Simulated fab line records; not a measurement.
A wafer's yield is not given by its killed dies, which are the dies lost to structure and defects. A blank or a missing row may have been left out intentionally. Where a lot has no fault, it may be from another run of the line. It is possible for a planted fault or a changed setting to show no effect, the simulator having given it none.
Matching of chambers	flow n5Finfet	rieDiel-05 running N5_BEOL_M15_DESCUM_33: 4 sister chambers
The step chemistry O2, time 7.9 s. 14 wafers are shown with their chamber, then 7 later ones without.

## WAFERS PAIRED WITH THEIR CHAMBERS
wafer	chamber	drypumpMotorCurrentA (A)	throttleValvePct (%)	oesProductAu (a.u.)
L076.1	2	6.0	20.9	0.72
L076.4	0	5.8	20.3	0.90
L076.5	1	5.6	20.2	0.98
L075.2	3	5.2	20.3	0.68
L075.4	0	5.8	20.3	0.89
L075.6	3	5.2	20.3	0.68
L081.1	1	5.6	20.2	0.91
L081.3	2	6.0	20.9	0.71
L081.4	3	5.2	20.0	0.98
L082.3	3	5.2	20.0	0.96
L082.4	2	6.0	20.9	0.71
L082.6	1	5.6	20.2	0.92
L087.1	3	5.1	20.0	0.96
L087.2	1	5.7	20.2	0.92

SIGNATURES (means of the wafers above)
reading	chamber 0	chamber 1	chamber 2	chamber 3	scatter within a chamber
drypumpMotorCurrentA	5.800	5.625	6.000	5.180	0.0394
throttleValvePct	20.300	20.200	20.900	20.120	0.104
oesProductAu	0.8950	0.9325	0.7133	0.8520	0.101
Rule: a wafer lies at a distance from a chamber equal to the root of the sum of squares, over the readings, of (its reading less the chamber's mean, divided by the reading's scatter). If the next closest chamber is less than 2 further off than the closest, the wafer can't be placed; otherwise it belongs to the closest. The scatter: take each reading less its chamber's mean, square it, sum over the shown wafers, divide by the number of wafers less the number of chambers, and take the root.

## WAFERS WITHOUT THEIR CHAMBER
wafer	drypumpMotorCurrentA (A)	throttleValvePct (%)	oesProductAu (a.u.)
L087.5	5.6	20.2	0.92
L090.3	5.2	20.0	0.92
L090.4	5.6	20.2	0.90
L090.5	6.0	20.9	0.70
L088.1	5.1	20.0	0.93
L088.3	6.0	20.9	0.70
L088.6	5.7	20.2	0.90

## CHAMBER TAKEN BY EACH
wafer	from the rows above	in truth
L087.5	1	1
L090.3	3	3
L090.4	1	1
L090.5	2	2
L088.1	3	3
L088.3	2	2
L088.6	can't be placed: 1 or 0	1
Correctly placed: 6 of 7. From these rows, 1 cannot be placed; in 1 the true chamber is one of the candidates. Placed wrongly: 0.
